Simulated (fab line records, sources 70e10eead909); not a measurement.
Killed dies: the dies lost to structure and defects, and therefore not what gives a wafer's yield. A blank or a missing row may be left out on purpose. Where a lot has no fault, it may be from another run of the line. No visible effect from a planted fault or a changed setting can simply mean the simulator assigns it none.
fab line records	flow nandHarc	part 1 of 2: steps 1 to 4 of 6
[record] lots = 23	wafers = 69	lastDay = 25
route steps=1159 shown A_STAIRCASE@617 A_SGD_CUT@767 A_SLIT@780
lots that met no fault: taken from a fault-free run of the same line
startH: start of the lot's first displayed wafer, in hours after the record's first day	waitH: time in hours since the lot's previous step	" repeats the value in the row above	L1.1+2: one row covering several wafers at once	- no value present, or no start provided	* or withheld: withheld	< > ~ a bound
route shown NAME@n: names a module that has steps shown in the file, with the first one's number in the route	usual: mean/standard deviation of fault-free wafers	same: alike in all rows	chamber/n: place in a boat	sites: each site's reading	_std_site: their standard deviation	_edge_site: mean of outer sites minus mean of inner sites	radiusMm: for every site, how far away it sits from the centre of the wafer	mask NAME#n: copy n	behind: the most recent tool/chamber to have shaped the wafer	hold: cause of the lot's hold/its duration in hours/its outcome	device: which transistor (n, p or np) failed to switch	end of line: tests of these same wafers at the route's end	for a step that has no rows: nothing shown but its recipe	killed: count of dies lost to structure and defects at first sort (not the wafer's yield)	map: a wafer's dies, x killed, . not, _ none there
set.NAME: the setting as run; set.NAME@STEP: as run at that earlier step	model.NAME: the simulator's own value behind a step, which no gauge read
route steps across a sampled set of lots; one table per step, one row per wafer
services: the hour from which a tool's chamber was out of use, counted from the record's first day as startH (under 0 if before that day), plus the number of hours and why
[[steps]]
[step NHARC_A_STAIRCASE_ETCH_223]
[recipe] targetDepthA = 1000	timeS = 40.5	ionEnergyEv = 400	c4f8FlowSccm = 20	o2FlowSccm = 10	arFlowSccm = withheld	rfW = 600	biasW = 1000	chemistry = C4F8/O2
[usual] oesProductAu = 0.939/0.014	rfVppV = 894/5.4
lot.wafer	tool	chamber	startH	waitH	oesProductAu	rfHoursCounterH	rfVppV
L074.2	rieDiel-03	2	-	-	0.933	7	887
L074.1	"	0	"	"	0.945	6	890
L074.6	"	1	"	"	0.921	-	893
L075.4	rieDiel-13	2	-	-	0.956	50	904
L075.2	"	3	"	"	0.919	46	887
L075.5	"	0	"	"	0.905	-	895
L076.3	rieDiel-04	1	-	-	0.957	51	897
L076.1	"	0	"	"	0.942	50	898
L076.6	"	2	"	"	0.964	-	898
L077.4	rieDiel-13	1	-	-	0.937	57	892
L077.2	"	2	"	"	0.948	51	905
L077.6	"	1	"	"	0.930	-	891
L078.4	rieDiel-04	3	-	-	0.947	51	889
L078.1	"	0	"	"	0.949	52	898
L078.2	"	2	"	"	0.950	51	898
L079.3	rieDiel-13	2	-	-	0.953	55	904
L079.1	"	0	"	"	0.922	57	894
L079.6	"	1	"	"	0.931	-	890
L081.2	rieDiel-04	2	-	-	0.943	57	898
L081.5	"	1	"	"	0.934	-	896
L081.4	"	3	"	"	0.952	-	890
L080.1	rieDiel-03	0	-	-	0.944	26	889
L080.6	"	3	"	"	0.926	-	901
L080.5	"	0	"	"	0.940	-	891
L082.1	rieDiel-04	2	-	-	0.930	1	899
L082.3	"	2	"	"	0.935	-	898
L082.4	"	1	"	"	0.935	-	896
L084.1	rieDiel-03	3	-	-	0.934	29	900
L084.2	"	2	"	"	0.941	27	889
L084.6	"	3	"	"	0.927	-	902
L083.3	rieDiel-13	2	-	-	0.925	9	906
L083.2	"	3	"	"	0.974	8	889
L083.4	"	0	"	"	0.950	8	896
L085.1	rieDiel-04	0	-	-	0.939	0	898
L085.6	"	3	"	"	0.964	-	888
L085.5	"	0	"	"	0.949	-	897
L086.1	rieDiel-13	2	-	-	0.931	20	904
L086.2	"	3	"	"	0.964	20	887
L086.4	"	3	"	"	0.977	-	886
L088.3	rieDiel-04	0	-	-	0.936	14	898
L088.1	"	1	"	"	0.933	16	897
L088.4	"	2	"	"	0.930	14	897
L087.2	rieDiel-03	2	-	-	0.928	36	888
L087.3	"	3	"	"	0.933	38	899
L087.4	"	0	"	"	0.943	42	892
L089.2	rieDiel-03	2	-	-	0.942	38	887
L089.4	"	1	"	"	0.949	42	892
L089.6	"	2	"	"	0.951	-	886
L091.3	rieDiel-13	0	-	-	0.920	21	894
L091.1	"	2	"	"	0.908	22	904
L091.5	"	0	"	"	0.925	-	896
L090.1	rieDiel-04	3	-	-	0.934	17	888
L090.4	"	0	"	"	0.930	17	897
L090.2	"	1	"	"	0.952	19	897
L092.4	rieDiel-04	3	-	-	0.946	17	888
L092.2	"	1	"	"	0.943	19	895
L092.5	"	3	"	"	0.949	-	889
L094.1	rieDiel-03	2	-	-	0.941	46	887
L094.3	"	0	"	"	0.935	53	890
L094.5	"	0	"	"	0.921	-	891
L093.2	rieDiel-03	3	-	-	0.926	48	901
L093.3	"	0	"	"	0.937	53	891
L093.5	"	3	"	"	0.931	-	901
L096.1	rieDiel-04	2	-	-	0.947	29	899
L096.6	"	3	"	"	0.938	-	888
L096.5	"	0	"	"	0.948	-	897
L097.2	rieDiel-13	0	-	-	0.915	35	895
L097.4	"	2	"	"	0.912	36	904
L097.5	"	0	"	"	0.922	-	896
[step NHARC_A_STAIRCASE_TRIM_224]
[recipe] timeS = 211.2	o2FlowSccm = 500	arFlowSccm = 0	biasW = 0	chemistry = O2
[usual] drypumpMotorCurrentA = 5.8/0.56	oesProductAu = 0.998/0.012	rfVppV = 57.7/0.89	showerheadPlenumPTorr = 3.48/0.14	throttleValvePct = 17.035/0.0081
lot.wafer	tool	chamber	startH	waitH	drypumpMotorCurrentA	oesProductAu	rfHoursCounterH	rfVppV	showerheadPlenumPTorr	throttleValvePct
L074.2	rieDiel-03	0	-	-	6.1	1.014	6	56.9	3.42	17.035
L074.1	"	2	"	"	5.9	1.003	7	57.1	3.31	17.033
L074.6	"	3	"	"	6.2	0.987	-	57.1	3.67	17.019
L075.2	rieDiel-13	3	-	-	6.1	0.994	46	57.5	3.30	17.043
L075.4	"	0	"	"	5.9	0.975	52	56.8	3.52	17.043
L075.5	"	1	"	"	5.8	0.994	-	57.9	3.38	17.032
L076.3	rieDiel-04	3	-	-	5.6	1.017	49	56.7	3.34	17.030
L076.1	"	1	"	"	4.7	1.004	51	58.0	3.53	17.044
L076.6	"	3	"	"	5.6	1.011	-	57.1	3.34	17.038
L077.2	rieDiel-13	0	-	-	5.9	0.975	53	58.3	3.52	17.040
L077.4	"	1	"	"	5.8	0.999	57	58.1	3.38	17.034
L077.6	"	0	"	"	5.9	0.979	-	58.4	3.52	17.043
L078.2	rieDiel-04	1	-	-	4.7	0.997	52	58.5	3.53	17.031
L078.1	"	2	"	"	5.6	1.007	51	58.2	3.59	17.047
L078.4	"	3	"	"	5.6	1.007	51	57.4	3.34	17.025
L079.1	rieDiel-13	1	-	-	5.8	0.989	61	58.1	3.37	17.041
L079.3	"	2	"	"	5.2	1.003	56	57.7	3.78	17.029
L079.6	"	1	"	"	5.8	0.999	-	55.4	3.37	17.039
L081.2	rieDiel-04	3	-	-	5.6	1.003	59	57.2	3.33	17.025
L081.4	"	1	"	"	4.7	0.993	-	58.1	3.53	17.032
L081.5	"	2	"	"	5.7	0.998	-	58.1	3.58	17.037
L080.1	rieDiel-03	3	-	-	6.2	0.982	25	58.1	3.66	17.036
L080.5	"	0	"	"	6.1	1.012	-	58.1	3.41	17.018
L080.6	"	1	"	"	6.3	1.000	-	57.8	3.42	17.044
L082.1	rieDiel-04	2	-	-	5.6	0.999	1	57.7	3.58	17.036
L082.3	"	2	"	"	5.6	0.994	-	58.2	3.58	17.030
L082.4	"	1	"	"	4.7	1.001	-	59.2	3.53	17.030
L084.2	rieDiel-03	1	-	-	6.4	0.999	29	58.7	3.42	17.018
L084.1	"	2	"	"	5.9	1.002	27	57.2	3.30	17.017
L084.6	"	1	"	"	6.4	1.003	-	56.8	3.42	17.032
L083.3	rieDiel-13	3	-	-	6.0	1.022	8	57.1	3.29	17.039
L083.4	"	0	"	"	6.0	0.982	8	58.5	3.51	17.032
L083.2	"	1	"	"	5.8	1.012	8	58.0	3.37	17.042
L085.1	rieDiel-04	3	-	-	5.6	1.012	2	58.6	3.33	17.018
L085.6	"	0	"	"	6.7	0.998	-	57.9	3.59	17.034
L085.5	"	1	"	"	4.7	0.995	-	57.9	3.53	17.032
L086.1	rieDiel-13	3	-	-	6.1	1.035	20	59.2	3.29	17.035
L086.2	"	0	"	"	5.9	0.984	20	56.3	3.50	17.032
L086.4	"	2	"	"	5.2	0.980	-	58.9	3.76	17.043
L088.1	rieDiel-04	0	-	-	6.7	0.998	14	57.6	3.58	17.051
L088.4	"	2	"	"	5.6	0.987	14	58.3	3.57	17.008
L088.3	"	3	"	"	5.6	0.996	14	56.4	3.32	17.025
L087.4	rieDiel-03	0	-	-	6.1	0.994	42	55.0	3.40	17.025
L087.2	"	2	"	"	5.9	0.984	37	57.9	3.29	17.032
L087.3	"	3	"	"	6.2	0.986	38	59.0	3.65	17.037
L089.2	rieDiel-03	1	-	-	6.4	0.998	42	56.9	3.41	17.032
L089.4	"	3	"	"	6.2	0.991	40	58.5	3.65	17.023
L089.6	"	1	"	"	6.4	0.996	-	58.1	3.41	17.039
L091.1	rieDiel-13	3	-	-	6.1	1.034	22	57.6	3.29	17.041
L091.3	"	2	"	"	5.2	0.987	22	58.2	3.76	17.045
L091.5	"	3	"	"	6.1	1.041	-	57.7	3.29	17.036
L090.1	rieDiel-04	1	-	-	4.7	1.002	19	58.1	3.52	17.027
L090.2	"	2	"	"	5.6	0.995	17	57.9	3.57	17.030
L090.4	"	0	"	"	6.7	0.992	17	58.2	3.58	17.047
L092.2	rieDiel-04	1	-	-	4.7	0.998	19	57.2	3.52	17.035
L092.4	"	0	"	"	6.7	0.989	17	57.8	3.58	17.030
L092.5	"	1	"	"	4.7	0.999	-	57.8	3.52	17.024
L094.3	rieDiel-03	2	-	-	5.9	1.014	46	56.8	3.29	17.045
L094.1	"	3	"	"	6.2	1.000	47	57.8	3.64	17.042
L094.5	"	2	"	"	5.9	1.009	-	56.3	3.29	17.030
L093.2	rieDiel-03	0	-	-	6.1	1.000	53	57.6	3.40	17.039
L093.3	"	3	"	"	6.2	0.992	48	59.9	3.64	17.026
L093.5	"	3	"	"	6.2	0.996	-	57.2	3.64	17.038
L096.1	rieDiel-04	1	-	-	4.7	0.988	31	55.4	3.51	17.037
L096.5	"	2	"	"	5.6	0.989	-	57.6	3.57	17.031
L096.6	"	3	"	"	5.6	0.998	-	56.9	3.31	17.036
L097.4	rieDiel-13	0	-	-	6.0	0.991	35	57.2	3.50	17.035
L097.2	"	3	"	"	6.1	1.021	37	56.3	3.28	17.031
L097.5	"	0	"	"	6.0	0.993	-	58.6	3.50	17.029
[step NHARC_A_STAIRCASE_ETCH_292]
[recipe] cf4FlowSccm = 100	chf3FlowSccm = 30	arFlowSccm = 0	rfW = 500	biasW = 200	chemistry = CF4/CHF3
[usual] drypumpMotorCurrentA = 5.8/0.53	oesProductAu = 0.946/0.024	rfVppV = 369.9/2.3	showerheadPlenumPTorr = 1.55/0.063	throttleValvePct = 16.803/0.009
lot.wafer	tool	chamber	startH	waitH	drypumpMotorCurrentA	oesProductAu	rfHoursCounterH	rfVppV	showerheadPlenumPTorr	throttleValvePct
L074.1	rieDiel-13	3	249.98	0.2	6.1	0.951	44	367.8	1.47	16.814
L074.2	"	1	"	"	5.8	0.957	54	367.8	1.51	16.814
L074.6	"	2	"	"	5.2	0.960	-	374.0	1.69	16.800
L075.2	rieDiel-13	0	261.29	0.1	5.9	0.897	55	370.5	1.57	16.813
L075.4	"	2	"	"	5.2	0.926	53	375.0	1.69	16.796
L075.5	"	3	"	"	6.0	0.916	-	367.8	1.47	16.787
L076.1	rieDiel-03	0	264.07	0.1	6.1	0.965	13	368.3	1.52	16.798
L076.3	"	1	"	"	6.4	0.945	13	369.3	1.53	16.802
L076.6	"	0	"	"	6.1	0.969	-	369.2	1.52	16.798
L077.4	rieDiel-04	1	265.79	0.1	4.7	0.985	53	369.3	1.58	16.802
L077.2	"	2	"	"	5.6	0.988	52	371.7	1.60	16.808
L077.6	"	3	"	"	5.6	0.971	-	369.4	1.49	16.796
L078.4	rieDiel-03	0	272.28	0.1	6.0	0.973	15	368.8	1.52	16.796
L078.1	"	1	"	"	6.4	0.951	16	368.6	1.53	16.824
L078.2	"	2	"	"	5.9	0.972	16	367.2	1.47	16.826
L079.3	rieDiel-04	2	280.67	0.1	5.6	0.922	57	372.1	1.60	16.793
L079.1	"	0	"	"	6.7	0.942	59	372.2	1.60	16.811
L079.6	"	2	"	"	5.6	0.933	-	371.8	1.60	16.806
L081.4	rieDiel-03	2	290.47	0.1	5.9	0.951	21	367.2	1.47	16.806
L081.2	"	3	"	"	6.2	0.950	23	372.6	1.63	16.797
L081.5	"	1	"	"	6.4	0.949	-	370.2	1.53	16.808
L080.1	rieDiel-04	1	306.33	0.1	4.6	0.962	2	371.2	1.57	16.805
L080.6	"	1	"	"	4.7	0.958	-	371.5	1.57	16.811
L080.5	"	2	"	"	5.6	0.955	-	370.9	1.60	16.793
L084.2	rieDiel-04	3	312.06	0.1	5.6	0.969	2	369.6	1.48	16.803
L084.1	"	2	"	"	5.6	0.972	4	371.4	1.60	16.812
L084.6	"	0	"	"	6.7	0.955	-	371.9	1.60	16.800
L082.1	rieDiel-03	2	313.49	0.1	5.9	0.964	29	366.9	1.47	16.796
L082.3	"	3	"	"	6.1	0.967	31	371.8	1.63	16.807
L082.4	"	0	"	"	6.0	0.984	34	367.9	1.52	16.800
L083.4	rieDiel-04	2	313.70	0.1	5.6	0.950	4	372.1	1.60	16.811
L083.2	"	3	"	"	5.6	0.972	3	366.5	1.48	16.798
L083.3	"	1	"	"	4.7	0.957	4	369.1	1.57	16.801
L085.1	rieDiel-03	0	318.02	0.1	6.1	0.987	36	368.3	1.52	16.793
L085.6	"	0	"	"	6.1	0.985	-	369.1	1.52	16.805
L085.5	"	1	"	"	6.4	0.984	-	369.1	1.52	16.800
L086.2	rieDiel-03	1	347.78	0.1	6.4	0.920	43	369.3	1.52	16.806
L086.4	"	2	"	"	5.9	0.929	39	366.6	1.47	16.799
L086.1	"	3	"	"	6.2	0.913	41	372.4	1.63	16.779
L088.1	rieDiel-13	0	348.05	0.1	5.9	0.939	22	370.5	1.56	16.791
L088.3	"	2	"	"	5.1	0.951	23	374.7	1.68	16.801
L088.4	"	3	"	"	6.0	1.005	23	367.1	1.46	16.804
L087.2	rieDiel-04	2	349.43	0.1	5.6	0.915	18	370.8	1.59	16.803
L087.4	"	3	"	"	5.6	0.916	18	367.2	1.48	16.789
L087.3	"	0	"	"	6.7	0.926	18	370.7	1.60	16.796
L089.2	rieDiel-13	2	351.48	0.1	5.2	0.934	24	374.5	1.68	16.810
L089.4	"	3	"	"	6.0	0.994	23	367.8	1.46	16.805
L089.6	"	2	"	"	5.2	0.946	-	373.7	1.68	16.805
L091.3	rieDiel-04	2	352.87	0.1	5.6	0.917	19	371.2	1.59	16.792
L091.1	"	1	"	"	4.7	0.927	20	371.6	1.57	16.792
L091.5	"	2	"	"	5.6	0.913	-	371.1	1.59	16.800
L090.1	rieDiel-04	2	358.72	0.1	5.6	0.967	19	370.9	1.59	16.806
L090.2	"	3	"	"	5.6	0.979	19	368.2	1.48	16.808
L090.4	"	1	"	"	4.7	0.975	21	371.6	1.57	16.807
L092.4	rieDiel-13	3	364.07	1.6	6.1	0.953	27	367.8	1.46	16.786
L092.2	"	1	"	"	5.8	0.930	22	367.0	1.50	16.801
L092.5	"	2	"	"	5.2	0.901	-	375.1	1.68	16.787
L094.3	rieDiel-04	1	387.95	0.1	4.6	0.983	34	370.0	1.56	16.794
L094.1	"	0	"	"	6.7	0.960	30	373.6	1.59	16.802
L094.5	"	1	"	"	4.6	0.977	-	369.3	1.56	16.803
L093.2	rieDiel-04	1	388.25	0.2	4.7	0.925	34	370.5	1.56	16.819
L093.3	"	0	"	"	6.7	0.923	31	371.0	1.59	16.799
L093.5	"	1	"	"	4.7	0.930	-	370.2	1.56	16.793
L096.1	rieDiel-03	3	388.61	0.1	6.2	0.917	51	373.2	1.62	16.805
L096.5	"	0	"	"	6.1	0.922	-	369.8	1.51	16.799
L096.6	"	2	"	"	5.9	0.929	-	366.0	1.46	16.802
L097.4	rieDiel-04	3	399.35	0.1	5.6	0.927	34	367.7	1.47	16.806
L097.2	"	1	"	"	4.7	0.911	36	371.5	1.56	16.805
L097.5	"	2	"	"	5.6	0.908	-	371.3	1.59	16.816
[step NHARC_A_STAIRCASE_ETCH_313]
[recipe] cf4FlowSccm = 100	chf3FlowSccm = 30	arFlowSccm = 0	rfW = 500	biasW = 200	chemistry = CF4/CHF3
[usual] drypumpMotorCurrentA = 5.9/0.49	oesProductAu = 0.935/0.022	rfVppV = 369.9/2.5	showerheadPlenumPTorr = 1.55/0.069	throttleValvePct = 16.804/0.0088
lot.wafer	tool	chamber	startH	waitH	drypumpMotorCurrentA	oesProductAu	rfHoursCounterH	rfVppV	showerheadPlenumPTorr	throttleValvePct
L074.2	rieDiel-03	0	257.43	0.1	6.1	0.942	12	369.1	1.52	16.801
L074.1	"	1	"	"	6.4	0.923	12	368.0	1.53	16.787
L074.6	"	2	"	"	5.9	0.920	-	367.2	1.47	16.815
L075.2	rieDiel-03	0	266.37	0.1	6.1	0.977	14	369.5	1.52	16.809
L075.4	"	2	"	"	5.9	0.974	14	367.4	1.47	16.792
L075.5	"	1	"	"	6.4	0.949	-	369.3	1.53	16.796
L076.3	rieDiel-03	0	269.34	0.1	6.1	0.925	14	368.7	1.52	16.810
L076.1	"	3	"	"	6.2	0.919	14	372.6	1.63	16.790
L076.6	"	1	"	"	6.3	0.913	-	368.7	1.53	16.797
L077.4	rieDiel-13	0	272.68	0.3	5.9	0.913	57	369.0	1.57	16.811
L077.2	"	1	"	"	5.8	0.942	61	367.7	1.50	16.805
L077.6	"	2	"	"	5.2	0.966	-	373.9	1.69	16.814
L078.1	rieDiel-03	1	279.03	1.5	6.4	0.930	17	369.6	1.53	16.806
L078.4	"	2	"	"	5.9	0.928	17	367.8	1.47	16.805
L078.2	"	3	"	"	6.2	0.920	18	374.7	1.63	16.811
L079.3	rieDiel-13	3	286.04	0.1	6.1	0.982	0	366.4	1.47	16.795
L079.1	"	1	"	"	5.8	0.981	0	367.0	1.50	16.799
L079.6	"	3	"	"	6.1	0.982	-	367.8	1.47	16.789
L081.2	rieDiel-13	0	299.37	0.1	5.9	0.933	7	369.9	1.57	16.785
L081.4	"	2	"	"	5.2	0.932	8	375.3	1.68	16.801
L081.5	"	0	"	"	5.9	0.934	-	369.7	1.57	16.810
L080.1	rieDiel-13	3	319.20	0.1	6.1	0.958	14	367.9	1.47	16.798
L080.5	"	3	"	"	6.1	0.953	-	366.1	1.47	16.797
L080.6	"	0	"	"	5.9	0.908	-	371.3	1.56	16.812
L084.1	rieDiel-03	2	319.84	0.1	5.9	0.954	31	367.6	1.47	16.802
L084.2	"	3	"	"	6.1	0.955	33	372.5	1.63	16.804
L084.6	"	1	"	"	6.4	0.971	-	369.2	1.52	16.792
L083.4	rieDiel-04	1	320.18	0.1	4.7	0.922	7	370.9	1.57	16.809
L083.3	"	3	"	"	5.6	0.929	6	366.3	1.48	16.802
L083.2	"	0	"	"	6.7	0.927	5	371.9	1.60	16.833
L082.1	rieDiel-03	2	321.03	0.1	5.9	0.916	31	366.6	1.47	16.816
L082.3	"	3	"	"	6.2	0.913	33	372.0	1.63	16.805
L082.4	"	0	"	"	6.1	0.926	37	368.0	1.52	16.793
L085.1	rieDiel-13	3	323.72	0.1	6.1	1.007	15	367.1	1.47	16.797
L085.5	"	3	"	"	6.0	1.002	-	368.2	1.47	16.781
L085.6	"	0	"	"	5.9	0.944	-	370.6	1.56	16.786
L086.4	rieDiel-03	0	359.17	0.1	6.1	0.918	47	368.7	1.52	16.794
L086.1	"	2	"	"	5.9	0.930	42	367.4	1.47	16.802
L086.2	"	3	"	"	6.2	0.918	42	371.6	1.63	16.811
L088.1	rieDiel-04	0	360.75	0.1	6.7	0.915	20	370.9	1.59	16.809
L088.4	"	1	"	"	4.7	0.924	22	369.3	1.57	16.810
L088.3	"	3	"	"	5.6	0.921	20	367.3	1.48	16.807
L087.3	rieDiel-13	2	361.22	0.1	5.2	0.904	24	373.7	1.68	16.790
L087.4	"	3	"	"	6.1	0.954	24	365.9	1.46	16.805
L087.2	"	0	"	"	5.9	0.900	24	369.7	1.56	16.808
L089.4	rieDiel-03	1	364.41	0.1	6.4	0.925	48	368.8	1.52	16.813
L089.2	"	2	"	"	5.9	0.931	43	367.1	1.46	16.798
L089.6	"	1	"	"	6.3	0.938	-	368.8	1.52	16.807
L091.3	rieDiel-13	1	366.60	0.5	5.8	0.934	24	368.0	1.50	16.810
L091.1	"	2	"	"	5.2	0.913	29	373.7	1.68	16.806
L091.5	"	1	"	"	5.8	0.927	-	369.0	1.50	16.800
L090.4	rieDiel-04	0	370.92	0.1	6.7	0.910	25	370.1	1.59	16.794
L090.1	"	1	"	"	4.7	0.920	28	369.4	1.57	16.807
L090.2	"	3	"	"	5.6	0.921	25	368.1	1.48	16.815
L092.4	rieDiel-13	2	374.69	0.1	5.2	0.910	33	375.5	1.68	16.810
L092.2	"	3	"	"	6.1	0.942	33	367.4	1.46	16.793
L092.5	"	1	"	"	5.8	0.928	-	369.6	1.50	16.803
L094.3	rieDiel-04	1	394.72	0.1	4.7	0.922	35	371.1	1.56	16.805
L094.1	"	2	"	"	5.6	0.921	34	372.0	1.59	16.808
L094.5	"	1	"	"	4.6	0.922	-	369.9	1.56	16.801
L093.3	rieDiel-13	1	394.91	0.1	5.8	0.926	33	368.5	1.50	16.808
L093.2	"	0	"	"	5.9	0.925	36	371.2	1.56	16.804
L093.5	"	1	"	"	5.8	0.930	-	368.5	1.50	16.802
L096.1	rieDiel-04	3	395.24	0.1	5.6	0.952	33	366.7	1.48	16.812
L096.5	"	0	"	"	6.7	0.943	-	371.2	1.59	16.804
L096.6	"	1	"	"	4.7	0.950	-	371.1	1.56	16.825
L097.2	rieDiel-03	2	404.78	0.2	5.9	0.953	2	375.1	1.70	16.799
L097.4	"	1	"	"	6.4	0.926	3	369.3	1.52	16.802
L097.5	"	3	"	"	6.2	0.952	-	371.2	1.62	16.790
